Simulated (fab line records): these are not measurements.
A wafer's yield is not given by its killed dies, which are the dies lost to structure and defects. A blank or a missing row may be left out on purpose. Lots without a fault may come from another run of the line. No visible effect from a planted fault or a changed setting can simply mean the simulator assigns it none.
The tool behind it: which one? ; flow n5_finfet ; 24 lots, 72 wafers sampled, at 6 steps of a route of 1938

WHAT THE GAUGES SHOWED, per wafer
The record lacks any reading of a measuring or inspecting step that a usual standard deviation could be used to judge.

TOOL THAT RAN EACH LOT (tool first, then ch and the chambers of the sampled wafers, then the start)
lot;N5_BEOL_M1_ANNEAL_82;N5_BEOL_M1_SPUTTER_86;N5_BEOL_M1_ANNEAL_87;N5_BEOL_M1_SPUTTER_88;N5_BEOL_M1_SPUTTER_94;N5_BEOL_M1_CO_CAP_55
L074;pvd_sputter-03, day 6 06:22;pvd_sputter-03, day 6 06:31;pvd_sputter-03, day 6 06:35;pvd_sputter-03, day 6 06:44;pvd_sputter-03, day 6 07:23;cvd_co-01 ch 1,2, day 6 08:44
L075;pvd_sputter-03, day 6 12:50;pvd_sputter-03, day 6 12:59;pvd_sputter-03, day 6 13:04;pvd_sputter-03, day 6 13:12;pvd_sputter-03, day 6 13:52;cvd_co-01 ch 1,2, day 6 14:56
L076;pvd_sputter-02, day 6 22:37;pvd_sputter-02, day 6 22:45;pvd_sputter-02, day 6 22:50;pvd_sputter-02, day 6 22:58;pvd_sputter-02, day 6 23:38;cvd_co-02 ch 0,1, day 7 00:43
L077;pvd_sputter-03, day 7 03:27;pvd_sputter-03, day 7 03:35;pvd_sputter-03, day 7 03:40;pvd_sputter-03, day 7 03:49;pvd_sputter-03, day 7 04:28;cvd_co-01 ch 0,1,2, day 7 05:33
L078;pvd_sputter-01, day 7 08:19;pvd_sputter-01, day 7 08:28;pvd_sputter-01, day 7 08:32;pvd_sputter-01, day 7 08:41;pvd_sputter-01, day 7 09:20;cvd_co-01 ch 0,1,2, day 7 10:25
L079;pvd_sputter-01, day 7 11:29;pvd_sputter-01, day 7 11:37;pvd_sputter-01, day 7 11:42;pvd_sputter-01, day 7 11:50;pvd_sputter-01, day 7 12:30;cvd_co-01 ch 0,1,2, day 7 13:37
L080;pvd_sputter-02, day 8 00:41;pvd_sputter-02, day 8 00:49;pvd_sputter-02, day 8 00:54;pvd_sputter-02, day 8 01:02;pvd_sputter-02, day 8 01:42;cvd_co-01 ch 1,2, day 8 02:47
L081;pvd_sputter-01, day 8 05:22;pvd_sputter-01, day 8 05:31;pvd_sputter-01, day 8 05:37;pvd_sputter-01, day 8 05:46;pvd_sputter-01, day 8 06:31;cvd_co-02 ch 1,2, day 8 07:38
L083;pvd_sputter-01, day 8 13:45;pvd_sputter-01, day 8 13:55;pvd_sputter-01, day 8 14:00;pvd_sputter-01, day 8 14:09;pvd_sputter-01, day 8 14:54;cvd_co-02 ch 0,1,2, day 8 16:02
L082;pvd_sputter-03, day 8 13:56;pvd_sputter-03, day 8 14:04;pvd_sputter-03, day 8 14:09;pvd_sputter-03, day 8 14:17;pvd_sputter-03, day 8 14:57;cvd_co-01 ch 0,1,2, day 8 16:05
L084;pvd_sputter-01, day 9 13:32;pvd_sputter-01, day 9 13:49;pvd_sputter-01, day 9 13:58;pvd_sputter-01, day 9 14:15;pvd_sputter-01, day 9 15:34;cvd_co-02 ch 0,1,2, day 9 16:59
L085;pvd_sputter-01, day 9 18:25;pvd_sputter-01, day 9 18:41;pvd_sputter-01, day 9 18:51;pvd_sputter-01, day 9 19:08;pvd_sputter-01, day 9 20:27;cvd_co-01 ch 0,1,2, day 9 21:55
L086;pvd_sputter-03, day 9 22:46;pvd_sputter-03, day 9 22:55;pvd_sputter-03, day 9 22:59;pvd_sputter-03, day 9 23:08;pvd_sputter-03, day 9 23:47;cvd_co-02 ch 1,2, day 10 00:53
L087;pvd_sputter-02, day 9 23:08;pvd_sputter-02, day 9 23:17;pvd_sputter-02, day 9 23:22;pvd_sputter-02, day 9 23:30;pvd_sputter-02, day 10 00:10;cvd_co-01 ch 0,1,2, day 10 01:15
L088;pvd_sputter-03, day 10 01:37;pvd_sputter-03, day 10 01:45;pvd_sputter-03, day 10 01:50;pvd_sputter-03, day 10 01:58;pvd_sputter-03, day 10 02:38;cvd_co-02 ch 0,1,2, day 10 03:43
L089;pvd_sputter-03, day 10 03:27;pvd_sputter-03, day 10 03:35;pvd_sputter-03, day 10 03:40;pvd_sputter-03, day 10 03:49;pvd_sputter-03, day 10 04:28;cvd_co-01 ch 1,2, day 10 05:34
L090;pvd_sputter-02, day 10 10:07;pvd_sputter-02, day 10 10:16;pvd_sputter-02, day 10 10:20;pvd_sputter-02, day 10 10:29;pvd_sputter-02, day 10 11:08;cvd_co-01 ch 0,2, day 10 12:14
L091;pvd_sputter-02, day 10 13:42;pvd_sputter-02, day 10 13:50;pvd_sputter-02, day 10 13:55;pvd_sputter-02, day 10 14:04;pvd_sputter-02, day 10 14:43;cvd_co-02 ch 0,1,2, day 10 15:48
L092;pvd_sputter-03, day 10 23:09;pvd_sputter-03, day 10 23:17;pvd_sputter-03, day 10 23:22;pvd_sputter-03, day 10 23:31;pvd_sputter-03, day 11 00:10;cvd_co-02 ch 0,1, day 11 01:16
L093;pvd_sputter-03, day 11 04:10;pvd_sputter-03, day 11 04:18;pvd_sputter-03, day 11 04:23;pvd_sputter-03, day 11 04:31;pvd_sputter-03, day 11 05:11;cvd_co-01 ch 1,2, day 11 06:17
L094;pvd_sputter-01, day 11 12:57;pvd_sputter-01, day 11 13:05;pvd_sputter-01, day 11 13:10;pvd_sputter-01, day 11 13:19;pvd_sputter-01, day 11 13:58;cvd_co-01 ch 0,1, day 11 15:04
L095;pvd_sputter-03, day 11 13:08;pvd_sputter-03, day 11 13:16;pvd_sputter-03, day 11 13:21;pvd_sputter-03, day 11 13:29;pvd_sputter-03, day 11 14:09;cvd_co-01 ch 1,2, day 11 15:20
L096;pvd_sputter-03, day 12 03:32;pvd_sputter-03, day 12 03:40;pvd_sputter-03, day 12 03:45;pvd_sputter-03, day 12 03:53;pvd_sputter-03, day 12 04:33;cvd_co-01 ch 0,2, day 12 05:38
L097;pvd_sputter-03, day 12 14:58;pvd_sputter-03, day 12 15:07;pvd_sputter-03, day 12 15:11;pvd_sputter-03, day 12 15:20;pvd_sputter-03, day 12 15:59;cvd_co-01 ch 0,2, day 12 17:16
- N5_BEOL_M1_ANNEAL_82: time 240 s.
- N5_BEOL_M1_SPUTTER_86: material Cu, target thk 4.5 nm, time 8.29 s.
- N5_BEOL_M1_ANNEAL_87: time 240 s.
- N5_BEOL_M1_SPUTTER_88: material Cu, target thk 4.5 nm, time 8.29 s.
- N5_BEOL_M1_SPUTTER_94: material Cu, target thk 4.5 nm, time 8.29 s.
- N5_BEOL_M1_CO_CAP_55: material Co, precursor CCTBA/H2, target thk 2 nm, time 102.1 s.

AS READ BY THE TOOLS THEMSELVES (means over the sampled wafers that have a number; for cases with no such wafer, the mark the record gives instead)
N5_BEOL_M1_ANNEAL_82. Usual: heater_power_w at 800 W, with a standard deviation of 87.
lot;tool;heater_power_w (W);flag
L074;pvd_sputter-03;711;
L075;pvd_sputter-03;817;
L076;pvd_sputter-02;791;
L077;pvd_sputter-03;734;
L078;pvd_sputter-01;852;
L079;pvd_sputter-01;909;
L080;pvd_sputter-02;808;
L081;pvd_sputter-01;878;
L083;pvd_sputter-01;858;
L082;pvd_sputter-03;859;
L084;pvd_sputter-01;847;
L085;pvd_sputter-01;765;
L086;pvd_sputter-03;785;
L087;pvd_sputter-02;737;
L088;pvd_sputter-03;708;
L089;pvd_sputter-03;821;
L090;pvd_sputter-02;800;
L091;pvd_sputter-02;711;
L092;pvd_sputter-03;799;
L093;pvd_sputter-03;742;
L094;pvd_sputter-01;828;
L095;pvd_sputter-03;824;
L096;pvd_sputter-03;810;
L097;pvd_sputter-03;765;

N5_BEOL_M1_SPUTTER_86. Usual: chamber_pressure_pa 0.07001 Pa, standard deviation 0.00014; throttle_valve_pct 29.9 %, standard deviation 1.1.
lot;tool;chamber_pressure_pa (Pa);throttle_valve_pct (%);flag
L074;pvd_sputter-03;0.07006;30.7;
L075;pvd_sputter-03;0.06995;30.1;
L076;pvd_sputter-02;0.07003;30.0;
L077;pvd_sputter-03;0.07002;30.1;
L078;pvd_sputter-01;0.07002;30.2;
L079;pvd_sputter-01;0.07004;30.5;
L080;pvd_sputter-02;0.06995;29.4;
L081;pvd_sputter-01;0.07013;30.6;
L083;pvd_sputter-01;0.06993;30.3;
L082;pvd_sputter-03;0.06999;29.7;
L084;pvd_sputter-01;0.06982;29.5;
L085;pvd_sputter-01;0.07003;29.9;
L086;pvd_sputter-03;0.06994;29.7;
L087;pvd_sputter-02;0.06997;30.9;
L088;pvd_sputter-03;0.07004;29.6;
L089;pvd_sputter-03;0.07006;29.9;
L090;pvd_sputter-02;0.06993;30.1;
L091;pvd_sputter-02;0.07009;30.9;
L092;pvd_sputter-03;0.07003;30.8;
L093;pvd_sputter-03;0.06998;30.1;
L094;pvd_sputter-01;0.07013;29.7;
L095;pvd_sputter-03;0.06995;30.0;
L096;pvd_sputter-03;0.07011;28.9;
L097;pvd_sputter-03;0.07010;29.4;

N5_BEOL_M1_ANNEAL_87. Usual: heater_power_w at 800 W, with a standard deviation of 86.
lot;tool;heater_power_w (W);flag
L074;pvd_sputter-03;705;
L075;pvd_sputter-03;808;
L076;pvd_sputter-02;794;
L077;pvd_sputter-03;734;
L078;pvd_sputter-01;835;
L079;pvd_sputter-01;885;
L080;pvd_sputter-02;813;
L081;pvd_sputter-01;881;
L083;pvd_sputter-01;860;
L082;pvd_sputter-03;865;
L084;pvd_sputter-01;852;
L085;pvd_sputter-01;786;
L086;pvd_sputter-03;785;
L087;pvd_sputter-02;729;
L088;pvd_sputter-03;694;
L089;pvd_sputter-03;837;
L090;pvd_sputter-02;784;
L091;pvd_sputter-02;720;
L092;pvd_sputter-03;786;
L093;pvd_sputter-03;746;
L094;pvd_sputter-01;818;
L095;pvd_sputter-03;815;
L096;pvd_sputter-03;802;
L097;pvd_sputter-03;764;

N5_BEOL_M1_SPUTTER_88. Usual: chamber_pressure_pa 0.07 Pa, standard deviation 0.00012; throttle_valve_pct 29.9 %, standard deviation 1.1.
lot;tool;chamber_pressure_pa (Pa);throttle_valve_pct (%);flag
L074;pvd_sputter-03;0.07;30.7;
L075;pvd_sputter-03;0.07;30.1;
L076;pvd_sputter-02;0.07;30.0;
L077;pvd_sputter-03;0.07;30.0;
L078;pvd_sputter-01;0.07;30.0;
L079;pvd_sputter-01;0.07;30.6;
L080;pvd_sputter-02;0.07;29.5;
L081;pvd_sputter-01;0.07;30.6;
L083;pvd_sputter-01;0.07;30.0;
L082;pvd_sputter-03;0.07;29.8;
L084;pvd_sputter-01;0.07;29.5;
L085;pvd_sputter-01;0.07;29.9;
L086;pvd_sputter-03;0.07;29.6;
L087;pvd_sputter-02;0.07;30.9;
L088;pvd_sputter-03;0.07;29.5;
L089;pvd_sputter-03;0.07;30.2;
L090;pvd_sputter-02;0.07;30.0;
L091;pvd_sputter-02;0.07;30.9;
L092;pvd_sputter-03;0.07;30.7;
L093;pvd_sputter-03;0.07;30.1;
L094;pvd_sputter-01;0.07;29.8;
L095;pvd_sputter-03;0.07;30.1;
L096;pvd_sputter-03;0.07;29.1;
L097;pvd_sputter-03;0.07;29.2;

N5_BEOL_M1_SPUTTER_94. Usual: chamber_pressure_pa 0.06997 Pa, standard deviation 0.00015; throttle_valve_pct 29.8 %, standard deviation 1.2.
lot;tool;chamber_pressure_pa (Pa);throttle_valve_pct (%);flag
L074;pvd_sputter-03;0.07008;30.8;
L075;pvd_sputter-03;0.06982;30.0;
L076;pvd_sputter-02;0.07005;29.9;
L077;pvd_sputter-03;0.07004;29.9;
L078;pvd_sputter-01;0.07017;30.3;
L079;pvd_sputter-01;0.06986;30.6;
L080;pvd_sputter-02;0.07006;29.7;
L081;pvd_sputter-01;0.07010;30.8;
L083;pvd_sputter-01;0.06987;30.3;
L082;pvd_sputter-03;0.06979;29.6;
L084;pvd_sputter-01;0.06989;29.6;
L085;pvd_sputter-01;0.07009;29.8;
L086;pvd_sputter-03;0.07008;29.6;
L087;pvd_sputter-02;0.06997;30.6;
L088;pvd_sputter-03;0.07004;29.5;
L089;pvd_sputter-03;0.07004;29.9;
L090;pvd_sputter-02;0.07000;29.9;
L091;pvd_sputter-02;0.06997;30.9;
L092;pvd_sputter-03;0.06980;30.7;
L093;pvd_sputter-03;0.06986;30.1;
L094;pvd_sputter-01;0.06996;29.6;
L095;pvd_sputter-03;0.06992;30.0;
L096;pvd_sputter-03;0.06997;28.8;
L097;pvd_sputter-03;0.06992;29.1;

N5_BEOL_M1_CO_CAP_55. Usual: heater_power_w at 250 W, with a standard deviation of 30.
lot;tool;heater_power_w (W);flag
L074;cvd_co-01;282;
L075;cvd_co-01;281;
L076;cvd_co-02;223;
L077;cvd_co-01;268;
L078;cvd_co-01;265;
L079;cvd_co-01;264;
L080;cvd_co-01;271;
L081;cvd_co-02;223;
L083;cvd_co-02;219;
L082;cvd_co-01;264;
L084;cvd_co-02;219;
L085;cvd_co-01;264;
L086;cvd_co-02;218;
L087;cvd_co-01;264;
L088;cvd_co-02;221;
L089;cvd_co-01;283;
L090;cvd_co-01;247;
L091;cvd_co-02;220;
L092;cvd_co-02;222;
L093;cvd_co-01;286;
L094;cvd_co-01;259;
L095;cvd_co-01;278;
L096;cvd_co-01;253;
L097;cvd_co-01;254;

THE ANSWER, worked out from the rows above alone
Rule: lot off if the mean of its wafers having a number is beyond 3 standard deviations from the usual mean. Also off: a lot with no number at a reading for which 4 or more lots have one. All remaining lots with rows at the step are treated as sound. The gauges are gone through in route order, then the tools' own readings, and for those a lot's mean is taken as printed above. The first step at which some lot is off is used, and at that step the reading that is off furthest; a lot without a number counts as furthest.
Nothing can be told from this: no lot is off at any reading shown.

WHAT WAS PUT IN BY THE SIMULATOR
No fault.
